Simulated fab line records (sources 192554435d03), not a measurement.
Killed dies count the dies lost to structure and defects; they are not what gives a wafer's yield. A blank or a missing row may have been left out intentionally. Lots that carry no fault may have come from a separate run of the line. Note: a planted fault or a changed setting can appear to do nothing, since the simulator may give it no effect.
Split-lot experiment    flow n5 finfet    route with 1938 steps; 7 lots, 21 wafers read

== THE SPLIT ITSELF ==
At N5_BEOL_M0_CUTY_ETCH_63 (etches SOC in N2/H2, target depth 82.7 nm, overetch 16.5 nm, time 124 s), the setting time s was moved away from the recipe's 124 s on 5 of the 21 wafers read, by -21.6% to +14.6%. The other wafers ran this setting at the recipe's value.

== FROM THE SPLIT TO THE READING: what the file shows between them, 2 steps ==
- N5_BEOL_M0_CUTY_STRIP_64: strips in N2/H2
- N5_BEOL_M0_ETCH_138: etches SiCN in CH3F/O2, target depth 12 nm, time 31.6 s

== THE READING ==
SiO2_of_BEOL_M0_SAQP_SPACER2_ALD_26.thk nm (the simulator's own value, which no gauge read), in nm, at N5_BEOL_M0_HM_OPEN_105 (chemistry Cl2/BCl3, target TiN, target depth 12 nm). The file does not state a usual value for it. Average 2.7 nm, standard deviation 0.1 nm, over the 16 wafers here run with the recipe.

wafer   tool, chamber at the split  time s as run, s  against the recipe  SiO2_of_BEOL_M0_SAQP_SPACER2_ALD_26.thk nm, nm  against lot-mates on the recipe
L075.1  rie diel-03, 1              142.1             +14.6%              2.2                                             -0.6
L075.6  rie diel-03, 0              142.1             +14.6%              2.2                                             -0.6
L075.3  rie diel-03, 3              124               recipe              2.8                                             -
L077.1  rie diel-01, 0,2            124               recipe              2.8                                             -
L077.2  rie diel-01, 3              97.24             -21.6%              3.4                                             +0.7
L077.5  rie diel-01, 0,2            124               recipe              2.6                                             -
L080.4  rie diel-04, 1              124               recipe              2.6                                             -
L080.5  rie diel-04, 2,3            124               recipe              2.6                                             -
L080.6  rie diel-04, 2,3            124               recipe              2.6                                             -
L082.1  rie diel-04, 2              124               recipe              2.6                                             -
L082.2  rie diel-04, 3              124               recipe              2.6                                             -
L082.4  rie diel-04, 3              101.8             -17.9%              3.2                                             +0.6
L083.1  rie diel-03, 1,3            124               recipe              2.8                                             -
L083.6  rie diel-03, 1,3            124               recipe              2.8                                             -
L083.4  rie diel-03, 2              140.6             +13.4%              2.2                                             -0.6
L093.1  rie diel-04, 3,0,0          124               recipe              2.8                                             -
L093.3  rie diel-04, 3,0,0          124               recipe              2.8                                             -
L093.6  rie diel-04, 3,0,0          124               recipe              2.8                                             -
L097.2  rie diel-03, 0,3,2          124               recipe              2.8                                             -
L097.3  rie diel-03, 0,3,2          124               recipe              2.6                                             -
L097.4  rie diel-03, 0,3,2          124               recipe              2.6                                             -
If several chambers appear in one row, that row covers several wafers at once and the file leaves open which wafer was in which chamber.

FIT RESULTS
A straight line over all 21 wafers: SiO2_of_BEOL_M0_SAQP_SPACER2_ALD_26.thk nm changes by -0.0326 nm for each +1% of time s; r = -0.95; the points scatter about the line by 0.095 nm.
The same after taking each lot's own level away (the mean of its wafers on the recipe; 21 wafers): -0.0369 nm for each +1%; r = -0.98; scatter 0.061 nm.
That fit puts the effect of the largest move of time s on the reading at 0.8 nm.
Across the lots, their own levels run from 2.60 to 2.80 nm, a range of 2.0 times the standard deviation given above.
Thus the slope moves with the lot-to-lot level: the two fits are different.
Check: with one of the wafers moved furthest among these (-21.6%) left out of the fit, the line predicts +0.827 nm for it against its lot-mates. It came out at +0.7 nm against them.

== THE WHOLE CHAIN: every reading that the file lists as answering this split, in the file's order ==
step                     what it does                                                             reading                                                                                      change (the file's fit)                 r (the file's)
N5_BEOL_M0_CUTY_ETCH_63  etches SOC in N2/H2, target depth 82.7 nm, overetch 16.5 nm, time 124 s  SiO2_of_BEOL_M0_SAQP_SPACER2_ALD_26.thk nm (the simulator's own value, which no gauge read)  -0.0316 nm for each +1% of the setting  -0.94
N5_BEOL_M0_ETCH_138      etches SiCN in CH3F/O2, target depth 12 nm, time 31.6 s                  SiO2_of_BEOL_M0_SAQP_SPACER2_ALD_26.thk nm (the simulator's own value, which no gauge read)  -0.0334 nm for each +1% of the setting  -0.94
N5_BEOL_M0_HM_OPEN_105   chemistry Cl2/BCl3, target TiN, target depth 12 nm                       SiO2_of_BEOL_M0_SAQP_SPACER2_ALD_26.thk nm (the simulator's own value, which no gauge read)  -0.0362 nm for each +1% of the setting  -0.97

== THE FILE'S OWN FIT ==
SiO2_of_BEOL_M0_SAQP_SPACER2_ALD_26.thk nm changes by -0.0362 nm for each +1% of time s, r = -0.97.
